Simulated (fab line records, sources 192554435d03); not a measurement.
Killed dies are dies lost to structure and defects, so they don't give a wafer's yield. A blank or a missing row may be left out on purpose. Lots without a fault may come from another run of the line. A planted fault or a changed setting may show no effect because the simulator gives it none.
fab line records | flow n5_finfet
record lots=12 wafers=32 last_day=18
route steps=1938 shown MIM_BOT_LITHO@1864 MIM_BOT_ETCH@1867 TV_LITHO@1885 PAD_METAL@1893 PASSIVATION@1936
lots that met no fault: from a run of the same line without faults
start_h: hours from the record's first day to the start of the lot's first wafer shown | wait_h: hours since the lot's step before | " the same as in the row above | L1.1+2: a row that stands for several wafers | - no value, or no start given | * or withheld: withheld | < > ~ a bound
route shown NAME@n: a module of which the file shows steps, and the number in the route of the first | usual: mean/standard deviation of fault-free wafers | same: alike in all rows | chamber/n: place in a boat | sites: the reading at each site | _std_site: their standard deviation | _edge_site: outer sites' mean less inner sites' | radius_mm: how far each site lies from the wafer's centre | mask NAME#n: copy n | behind: the tool/chamber that last shaped the wafer | hold: why the lot was held/for how many hours/how that ended | device: the transistor (n, p or np) that didn't switch | end of line: the same wafers' tests at the end of the route | a step without rows: its recipe alone | killed: dies lost to structure and defects at the first sort, not the wafer's yield | map: a wafer's dies, x killed, . not, _ none there
set.NAME: the setting as run; set.NAME@STEP: as run at that earlier step | model.NAME: the simulator's own value behind a step, which no gauge read
steps of the route over a sample of lots; a table a step, a row a wafer
services: from which hour (start_h, from the record's first day; less than 0 if before it) a tool's chamber was out of use, for how many hours, and why
## steps
# step N5_MIM_BOT_LITHO_INSPECT_12
# recipe mode=adi inspect_instrument=macro
# usual raw_defect_count=1.8/1.3
# columns lot.wafer tool chamber start_h wait_h raw_defect_count
L957.1 defect_inspect-02 - 256.81 0.0 3
L957.2 " - " " 0
L957.3 " - " " 2
L958.1 defect_inspect-01 - 257.44 0.0 2
L958.4 " - " " 3
L958.6 " - " " 2
L960.5 defect_inspect-01 - 272.03 0.0 4
L960.6 " - " " 1
L962.1 defect_inspect-02 - 280.08 0.0 4
L962.2 " - " " 0
L962.3 " - " " 1
L966.1 defect_inspect-01 - 302.97 0.0 5
L966.3 " - " " 2
L966.4 " - " " 1
L964.2 defect_inspect-01 - 305.97 0.0 3
L964.3 " - " " 3
L964.5 " - " " 0
L971.3 defect_inspect-02 - 353.54 0.0 1
L971.4 " - " " 3
L971.5 " - " " 1
L973.2 defect_inspect-01 - 366.65 0.0 3
L973.3 " - " " 2
L977.2 defect_inspect-02 - 384.82 0.0 2
L977.5 " - " " 2
L975.3 defect_inspect-02 - 399.42 0.0 0
L975.4 " - " " 1
L976.2 defect_inspect-02 - 408.53 0.0 1
L976.4 " - " " 3
L976.6 " - " " 1
L979.1 defect_inspect-02 - 414.92 0.0 2
L979.4 " - " " 3
L979.6 " - " " 6
# step N5_MIM_BOT_ETCH_ETCH_03
# recipe chemistry=Cl2/BCl3 target_depth_a=120 pressure_mtorr=8 icp_w=800 bias_w=100 Cl2_flow_sccm=20 bcl3_flow_sccm=80
# usual chamber_pressure_mTorr=8.000/0.0072 drypump_motor_current_A=5.7/0.39 oes_product_au=0.78/0.074 throttle_valve_pct=27.4/0.38
# columns lot.wafer tool chamber start_h wait_h chamber_pressure_mTorr drypump_motor_current_A oes_product_au rf_hours_counter_h throttle_valve_pct
L957.1 rie_metal-01 1 257.02 0.1 8.013 5.5 0.93 6 27.8
L957.2 " 0 " " 8.006 5.2 0.88 17 27.9
L957.3 " 0 " " 7.995 5.2 0.88 - 27.9
L958.1 rie_metal-02 0 257.63 0.1 8.004 5.6 0.72 55 27.1
L958.4 " 0 " " 8.006 5.6 0.72 - 27.1
L958.6 " 1 " " 7.997 6.3 0.73 - 26.9
L960.5 rie_metal-02 0 272.27 0.1 8.007 5.6 0.73 - 27.1
L960.6 " 1 " " 8.005 6.3 0.73 - 26.9
L962.1 rie_metal-02 1 281.11 0.1 8.000 6.3 0.73 49 26.9
L962.2 " 0 " " 7.998 5.6 0.72 57 27.1
L962.3 " 0 " " 7.992 5.6 0.71 - 27.1
L966.1 rie_metal-01 1 303.16 0.1 8.005 5.5 0.91 10 27.8
L966.3 " 1 " " 7.994 5.5 0.90 - 27.8
L966.4 " 0 " " 8.002 5.2 0.87 - 27.9
L964.2 rie_metal-01 1 306.16 0.1 7.998 5.5 0.91 11 27.8
L964.3 " 1 " " 8.006 5.5 0.90 - 27.8
L964.5 " 1 " " 7.996 5.5 0.90 - 27.8
L971.3 rie_metal-02 1 353.76 0.1 7.996 6.3 0.72 - 26.9
L971.4 " 0 " " 8.001 5.6 0.70 - 27.1
L971.5 " 0 " " 7.994 5.6 0.70 - 27.1
L973.2 rie_metal-02 0 366.83 0.1 8.006 5.6 0.70 63 27.1
L973.3 " 1 " " 7.998 6.3 0.71 - 26.9
L977.2 rie_metal-03 0 385.01 0.1 7.997 5.6 0.73 60 27.3
L977.5 " 0 " " 8.007 5.6 0.73 - 27.3
L975.3 rie_metal-03 1 399.64 0.1 7.997 6.0 0.75 - 27.5
L975.4 " 0 " " 8.008 5.6 0.73 - 27.3
L976.2 rie_metal-01 0 408.72 0.1 8.002 5.2 0.84 30 27.9
L976.4 " 0 " " 8.004 5.2 0.83 - 27.9
L976.6 " 1 " " 7.995 5.5 0.86 - 27.8
L979.1 rie_metal-02 1 415.11 0.1 7.997 6.3 0.71 59 26.9
L979.4 " 1 " " 8.000 6.3 0.70 - 26.9
L979.6 " 0 " " 8.005 5.6 0.70 - 27.1
# step N5_MIM_BOT_ETCH_CLEAN_05
# recipe chemistry=IPA time_s=180 temp_c=25
# columns lot.wafer tool chamber start_h wait_h
L957.1+2+3 wet_bench-01 4,2,0 257.65 0.0
L958.1+4+6 wet_bench-01 2,3,7 258.32 0.0
L960.5+6 wet_bench-02 4,3 272.84 0.0
L962.1+2+3 wet_bench-01 1,0,7 281.85 0.0
L966.1+3+4 wet_bench-01 4,0,3 303.79 0.0
L964.2+3+5 wet_bench-01 6,5,3 306.84 0.0
L971.3+4+5 wet_bench-02 4,7,2 354.36 0.0
L973.2+3 wet_bench-02 0,5 367.47 0.0
L977.2+5 wet_bench-01 2,6 385.98 0.0
L975.3+4 wet_bench-04 1,6 400.27 0.0
L976.2+4+6 wet_bench-04 7,1,0 409.35 0.0
L979.1+4+6 wet_bench-01 2,7,3 416.08 0.0
# step N5_PASSIVATION_INSPECT_61
# recipe mode=adi inspect_instrument=macro
# usual raw_defect_count=2.0/1.4
# columns lot.wafer tool chamber start_h wait_h raw_defect_count
L957.1 defect_inspect-01 - 258.76 0.0 3
L957.2 " - " " 1
L957.3 " - " " 4
L958.1 defect_inspect-02 - 259.81 0.0 4
L958.4 " - " " 4
L958.6 " - " " 2
L960.5 defect_inspect-02 - 273.56 0.0 4
L960.6 " - " " 2
L962.1 defect_inspect-02 - 282.43 0.0 0
L962.2 " - " " 3
L962.3 " - " " 2
L966.1 defect_inspect-01 - 306.30 0.0 >300
L966.3 " - " " >300
L966.4 " - " " >300
L964.2 defect_inspect-02 - 309.08 0.0 >300
L964.3 " - " " >300
L964.5 " - " " >300
L971.3 defect_inspect-01 - 354.96 0.0 4
L971.4 " - " " 0
L971.5 " - " " 1
L973.2 defect_inspect-01 - 368.41 0.0 1
L973.3 " - " " 1
L977.2 defect_inspect-01 - 388.08 0.0 2
L977.5 " - " " 3
L975.3 defect_inspect-02 - 401.01 0.0 0
L975.4 " - " " 3
L976.2 defect_inspect-02 - 413.34 0.0 1
L976.4 " - " " 1
L976.6 " - " " 1
L979.1 defect_inspect-02 - 417.33 0.0 4
L979.4 " - " " 1
L979.6 " - " " 2
# step N5_PASSIVATION_DEGAS_18
# recipe ambient=vacuum temp_c=300 time_s=60
# usual heater_power_w=448/45
# columns lot.wafer tool chamber start_h wait_h heater_power_w
L957.1 pvd_sputter-02 - 260.02 0.7 436
L957.2 " - " " 480
L957.3 " - " " 473
L958.1 pvd_sputter-03 - 260.92 0.5 369
L958.4 " - " " 431
L958.6 " - " " 422
L960.5 pvd_sputter-02 - 274.50 0.1 438
L960.6 " - " " 460
L962.1 pvd_sputter-02 - 283.69 0.7 447
L962.2 " - " " 464
L962.3 " - " " 478
L966.1 pvd_sputter-01 - 306.93 0.0 491
L966.3 " - " " 452
L966.4 " - " " 454
L964.2 pvd_sputter-01 - 309.85 0.2 394
L964.3 " - " " 457
L964.5 " - " " 451
L971.3 pvd_sputter-01 - 355.57 0.0 449
L971.4 " - " " 399
L971.5 " - " " 475
L973.2 pvd_sputter-03 - 369.02 0.0 532
L973.3 " - " " 372
L977.2 pvd_sputter-03 - 388.75 0.1 537
L977.5 " - " " 363
L975.3 pvd_sputter-03 - 402.03 0.4 389
L975.4 " - " " 365
L976.2 pvd_sputter-01 - 414.84 0.9 476
L976.4 " - " " 406
L976.6 " - " " 449
L979.1 pvd_sputter-01 - 418.38 0.5 410
L979.4 " - " " 452
L979.6 " - " " 486
# step N5_PASSIVATION_PROBE_49
# usual defect_limited_yield=90.9/1.6 killed_at_M0_to_M3=34/10 killed_at_M4_up=13/5.4 killed_at_contacts=13/6 killed_at_front_end=42/13 killed_at_other=4/3.2 killed_dies=107/18 killed_on_rim=14/4.2 killed_open=69/14 killed_short=35/7.7 sort_bin_5_function=5.3/1 sort_bin_6_memory=3.3/0.75 sort_bin_8_speed=0.00/0.015 sort_n_pass=1073/19 sort_yield_pct=90.9/1.6
# same gross_dies=1180 killed_at_back_side=0 sort_bin_4_leakage[%]=0
# columns lot.wafer tool chamber start_h wait_h defect_limited_yield[%] killed_at_M0_to_M3 killed_at_M4_up killed_at_contacts killed_at_front_end killed_at_other killed_dies killed_on_rim killed_open killed_short sort_bin_5_function[%] sort_bin_6_memory[%] sort_bin_8_speed[%] sort_n_pass sort_yield_pct[%]
L957.1 prober-02 - 265.70 0.0 92.1 25 26 9 33 0 93 13 61 28 4.9 2.8 0 1087 92.1
L957.2 prober-02 - 265.75 0.1 92.0 23 10 17 43 1 94 11 54 39 4.1 3.2 0 1086 92.0
L957.3 prober-02 - 265.80 0.1 91.2 29 18 25 30 2 104 16 67 33 5.5 3.0 0 1076 91.2
L962.1 prober-01 - 289.50 0.0 91.5 36 16 9 34 5 100 14 73 27 5.3 2.9 0 1080 91.5
L962.2 prober-01 - 289.55 0.1 91.9 35 7 18 33 3 96 11 57 38 4.2 3.4 0 1084 91.9
L962.3 prober-01 - 289.60 0.1 91.1 42 14 12 28 9 105 10 67 35 5.8 3.0 0 1075 91.1
L966.1 prober-02 - 312.61 0.0 82.1 28 9 1 26 147 211 25 39 20 10.4 3.6 0 969 82.1
L966.3 prober-02 - 312.71 0.1 86.7 22 18 5 25 87 157 30 42 33 7.5 3.0 0 1023 86.7
L966.4 prober-02 - 312.76 0.2 85.8 24 15 2 24 103 168 25 39 29 7.9 3.3 0 1012 85.8
L964.2 prober-02 - 315.63 0.1 78.8 23 7 6 61 153 250 15 73 26 12.2 4.8 0 930 78.8
L964.3 prober-02 - 315.68 0.1 80.1 42 15 13 32 133 235 27 62 39 12.5 3.8 0 945 80.1
L964.5 prober-02 - 315.78 0.2 83.8 26 6 14 54 91 191 31 71 29 9.6 3.6 0 989 83.8
L971.3 prober-02 - 361.36 0.1 86.2 48 11 15 78 11 163 25 104 53 7.2 5.6 0 1017 86.2
L971.4 prober-02 - 361.41 0.2 88.1 45 11 11 71 3 141 16 79 60 6.4 5.1 0 1039 88.1
L971.5 prober-02 - 361.46 0.2 86.9 55 11 14 72 2 154 22 94 59 7.5 5.1 0 1026 86.9
L973.2 prober-02 - 374.71 0.1 88.3 48 10 11 55 14 138 12 90 47 7.6 3.7 0 1042 88.3
L973.3 prober-02 - 374.76 0.1 88.6 53 8 8 56 10 135 15 85 43 5.6 4.9 0 1045 88.6
L977.2 prober-01 - 394.95 0.1 91.5 25 14 15 45 1 100 11 58 40 5.6 2.7 0 1080 91.5
L977.5 prober-01 - 395.10 0.2 90.1 33 14 8 61 1 117 24 63 42 5.8 3.0 0 1063 90.1
# killed by level:class
L957.1 STI_FIN_REVEAL:geometric_particle:open=10 FIN_SAQP:geometric_particle:open=7 MOL_CONTACT_COAG:geometric_particle:open=7 BEOL_M4:geometric_particle:open=7 FIN_SAQP:geometric_particle:short=6 BEOL_M0_SAQP:geometric_particle:open=6 BEOL_M0_SAQP:geometric_particle:short=6 BEOL_M1:geometric_particle:open=6
L957.2 MOL_CONTACT_COAG:geometric_particle:open=12 FIN_SAQP:geometric_particle:short=11 STI_FIN_REVEAL:geometric_particle:open=8 FIN_SAQP:geometric_particle:open=7 MOL_CONTACT_COAG:geometric_particle:short=5 BEOL_M0_SAQP:geometric_particle:open=5 BEOL_M0_SAQP:geometric_particle:short=5 BEOL_M5:geometric_particle:open=4
L957.3 MOL_CONTACT_COAG:geometric_particle:open=21 BEOL_M0_SAQP:geometric_particle:short=9 STI_FIN_REVEAL:geometric_particle:open=7 BEOL_M4:geometric_particle:open=7 BEOL_M1:geometric_particle:open=7 FIN_SAQP:geometric_particle:open=5 FIN_SAQP:geometric_particle:short=5 MOL_CONTACT_COAG:geometric_particle:short=4
L962.1 BEOL_M2:geometric_particle:open=14 FIN_SAQP:geometric_particle:open=8 BEOL_M3:geometric_particle:open=8 MOL_CONTACT_COAG:geometric_particle:open=7 BEOL_M0_SAQP:geometric_particle:open=6 BEOL_M5:geometric_particle:open=6 FIN_SAQP:geometric_particle:short=5 BEOL_M0_SAQP:geometric_particle:short=5
L962.2 MOL_CONTACT_COAG:geometric_particle:open=16 BEOL_M0_SAQP:geometric_particle:short=15 BEOL_M0_SAQP:geometric_particle:open=10 FIN_SAQP:geometric_particle:short=6 DUMMY_GATE:geometric_particle:open=6 ILD0:geometric_particle:short=5 ILD0:geometric_particle:open=4 GATE_CUT:geometric_particle:short=3
L962.3 MOL_CONTACT_COAG:geometric_particle:open=9 BEOL_M0_SAQP:geometric_particle:short=9 BEOL_M0_SAQP:geometric_particle:open=9 BEOL_M2:geometric_particle:open=7 BEOL_M3:geometric_particle:open=6 FIN_SAQP:geometric_particle:short=5 BEOL_M1:geometric_particle:open=5 DUMMY_GATE:geometric_particle:short=4
L966.1 MIM_BOT_ETCH:unspecified=147 BEOL_M0_SAQP:geometric_particle:open=7 BEOL_M0_SAQP:geometric_particle:short=6 FIN_SAQP:geometric_particle:open=5 FIN_SAQP:geometric_particle:short=5 DUMMY_GATE:geometric_particle:open=4 BEOL_M1:geometric_particle:open=4 BEOL_M3:geometric_particle:open=4
L966.3 MIM_BOT_ETCH:unspecified=80 BEOL_M0_SAQP:geometric_particle:short=5 BEOL_M2:geometric_particle:open=5 BEOL_M4:geometric_particle:open=5 ILD0:geometric_particle:open=4 BEOL_M0_SAQP:geometric_particle:open=4 FIN_SAQP:geometric_particle:short=3 DUMMY_GATE:geometric_particle:open=3
L966.4 MIM_BOT_ETCH:unspecified=99 BEOL_M0_SAQP:geometric_particle:open=6 FIN_SAQP:geometric_particle:short=5 BEOL_M0_SAQP:geometric_particle:short=5 BEOL_M4:geometric_particle:open=5 STARTING-WAFER:geometric_particle:short=5 FIN_SAQP:geometric_particle:open=4 BEOL_M1:geometric_particle:open=4
L964.2 MIM_BOT_ETCH:unspecified=151 STI_FIN_REVEAL:geometric_particle:open=29 STI_FIN_REVEAL:geometric_particle:short=8 FIN_SAQP:geometric_particle:short=6 FIN_SAQP:geometric_particle:open=6 BEOL_M1:geometric_particle:open=5 BEOL_M4:geometric_particle:open=5 BEOL_M0:geometric_particle:open=4
L964.3 MIM_BOT_ETCH:unspecified=131 BEOL_M0_SAQP:geometric_particle:short=10 MOL_CONTACT_COAG:geometric_particle:open=9 BEOL_M0_SAQP:geometric_particle:open=9 BEOL_M3:geometric_particle:open=7 BEOL_M4:geometric_particle:open=7 STI_FIN_REVEAL:geometric_particle:open=6 BEOL_M0:geometric_particle:short=6
L964.5 MIM_BOT_ETCH:unspecified=89 FIN_SAQP:geometric_particle:open=15 STI_FIN_REVEAL:geometric_particle:open=12 MOL_CONTACT_COAG:geometric_particle:open=11 FIN_SAQP:geometric_particle:short=9 BEOL_M2:geometric_particle:open=7 DUMMY_GATE:geometric_particle:open=6 BEOL_M1:geometric_particle:open=5
L971.3 STI_FIN_REVEAL:geometric_particle:open=17 BEOL_M1:geometric_particle:open=16 DUMMY_GATE:geometric_particle:open=14 MOL_CONTACT_COAG:geometric_particle:open=13 BEOL_M0_SAQP:geometric_particle:short=11 BEOL_M0_SAQP:geometric_particle:open=11 FIN_SAQP:geometric_particle:short=7 FIN_SAQP:geometric_particle:open=6
L971.4 FIN_SAQP:geometric_particle:short=18 STI_FIN_REVEAL:geometric_particle:open=13 FIN_SAQP:geometric_particle:open=10 GATE_CUT:geometric_particle:short=9 BEOL_M0_SAQP:geometric_particle:open=9 BEOL_M1:geometric_particle:open=9 DUMMY_GATE:geometric_particle:open=8 MOL_CONTACT_COAG:geometric_particle:open=7
L971.5 STI_FIN_REVEAL:geometric_particle:open=27 BEOL_M0_SAQP:geometric_particle:short=14 FIN_SAQP:geometric_particle:short=13 BEOL_M0_SAQP:geometric_particle:open=13 MOL_CONTACT_COAG:geometric_particle:open=13 BEOL_M1:geometric_particle:open=13 STI_FIN_REVEAL:geometric_particle:short=7 BEOL_M1:geometric_particle:short=7
L973.2 FIN_SAQP:geometric_particle:open=22 BEOL_M0_SAQP:geometric_particle:open=13 BEOL_M0_SAQP:geometric_particle:short=11 BEOL_M3:geometric_particle:open=10 STI_FIN_REVEAL:geometric_particle:open=8 MOL_CONTACT_COAG:geometric_particle:open=8 GATE_CUT:geometric_particle:short=6 GATE_CUT:geometric_particle:open=5
L973.3 STI_FIN_REVEAL:geometric_particle:open=18 BEOL_M0_SAQP:geometric_particle:short=17 BEOL_M0_SAQP:geometric_particle:open=11 STI_FIN_REVEAL:geometric_particle:short=9 DUMMY_GATE:geometric_particle:open=9 BEOL_M3:geometric_particle:open=9 MOL_CONTACT_COAG:geometric_particle:open=7 HKMG_FIN:area_etch=6
L977.2 FIN_SAQP:geometric_particle:open=13 FIN_SAQP:geometric_particle:short=13 MOL_CONTACT_COAG:geometric_particle:open=11 BEOL_M0:geometric_particle:open=7 BEOL_M3:geometric_particle:open=7 MOL_CONTACT_COAG:geometric_particle:short=4 BEOL_M0_SAQP:geometric_particle:short=3 BEOL_M3:geometric_particle:short=3
L977.5 FIN_SAQP:geometric_particle:open=12 FIN_SAQP:geometric_particle:short=11 DUMMY_GATE:geometric_particle:open=8 BEOL_M0_SAQP:geometric_particle:short=8 STARTING-WAFER:geometric_particle:open=7 HKMG_FIN:area_etch=7 MOL_CONTACT_COAG:geometric_particle:open=6 BEOL_M0_SAQP:geometric_particle:open=6
## services
# columns tool chamber start_h hours kind
rie_metal-01 - 272.73 0.1 repair
pvd_sputter-02 - 305.99 6.3 repair
rie_metal-02 - 307.13 0.8 repair
rie_metal-03 1 354.96 15.2 repair
pvd_sputter-02 - 359.20 3.8 repair
rie_metal-02 1 380.45 2.3 repair
pvd_sputter-03 - 413.79 4.6 repair
## key
first_sign step=N5_PASSIVATION_INSPECT_61 reading=raw_defect_count direction=up sigmas=99+ usual=2.0 struck=>300
effect step=N5_PASSIVATION_PROBE_49 reading=killed_at_other direction=up sigmas=36 usual=4 struck=119
more_kills_born_at N5_MIM_BOT_ETCH_CLEAN_05@wet_bench-01=697
met_at N5_MIM_BOT_ETCH_CLEAN_05
struck_lots L964,L966
not_acting_at N5_MIM_BOT_LITHO_INSPECT_12,N5_MIM_BOT_ETCH_ETCH_03,N5_PASSIVATION_DEGAS_18
onset_between 281.85 303.79
fault kind=chamber_particle_source tool=wet_bench-01 chamber=- onset_h=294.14 steps=N5_MIM_BOT_ETCH_CLEAN_05 rate_per_visit_cm2=1.8769 end_h=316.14
